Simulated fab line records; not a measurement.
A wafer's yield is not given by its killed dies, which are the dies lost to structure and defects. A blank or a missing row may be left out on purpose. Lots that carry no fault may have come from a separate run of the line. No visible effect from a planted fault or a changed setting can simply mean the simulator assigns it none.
Matching of chambers + flow n5Finfet + rieDiel-06 running N5_HKMG_FIN_ETCH_67: 4 sister chambers
The step etches SOC in N2/H2, stops on TiN, target depth 388.9 nm. 8 wafers are shown with their chamber, then 7 later ones without.

## WAFERS PAIRED WITH THEIR CHAMBERS
| wafer  | chamber | drypumpMotorCurrentA (A) | showerheadPlenumPTorr (Torr) |
|--------|---------|--------------------------|------------------------------|
| L081.2 | 1       | 4.8                      | 2.51                         |
| L085.4 | 1       | 4.8                      | 2.51                         |
| L085.6 | 0       | 6.3                      | 2.52                         |
| L088.1 | 2       | 5.1                      | 2.69                         |
| L088.3 | 3       | 5.9                      | 2.57                         |
| L088.5 | 0       | 6.2                      | 2.51                         |
| L089.4 | 2       | 5.1                      | 2.69                         |
| L089.5 | 3       | 5.9                      | 2.57                         |

## WAFERS WHOSE CHAMBER IS MISSING
| wafer  | drypumpMotorCurrentA (A) | showerheadPlenumPTorr (Torr) |
|--------|--------------------------|------------------------------|
| L089.6 | 6.3                      | 2.51                         |
| L091.2 | 5.9                      | 2.57                         |
| L091.3 | 6.2                      | 2.51                         |
| L091.4 | 5.1                      | 2.69                         |
| L092.2 | 6.2                      | 2.51                         |
| L092.5 | 5.9                      | 2.57                         |
| L092.6 | 6.3                      | 2.51                         |

## WHICH CHAMBER EACH ONE RAN IN
| wafer  | from the rows above | in truth |
|--------|---------------------|----------|
| L089.6 | 0                   | 0        |
| L091.2 | 3                   | 3        |
| L091.3 | 0                   | 0        |
| L091.4 | 2                   | 2        |
| L092.2 | 0                   | 0        |
| L092.5 | 3                   | 3        |
| L092.6 | 0                   | 0        |
7 of 7 placed correctly. Number that these rows cannot place: 0. Placed wrongly: 0.
How it was worked out, from the rows above alone: a wafer's distance from a chamber is the root of the sum, over the readings, of the square of ((its reading less the chamber's mean) divided by the reading's scatter). If the next closest chamber is less than 2 further off than the closest, the wafer can't be placed; otherwise it belongs to the closest. The mean given for a chamber averages the wafers shown for that chamber. How the scatter is found: for the shown wafers, subtract from each reading the mean of its chamber, square and add these, divide the total by (wafers less chambers), then take the root.
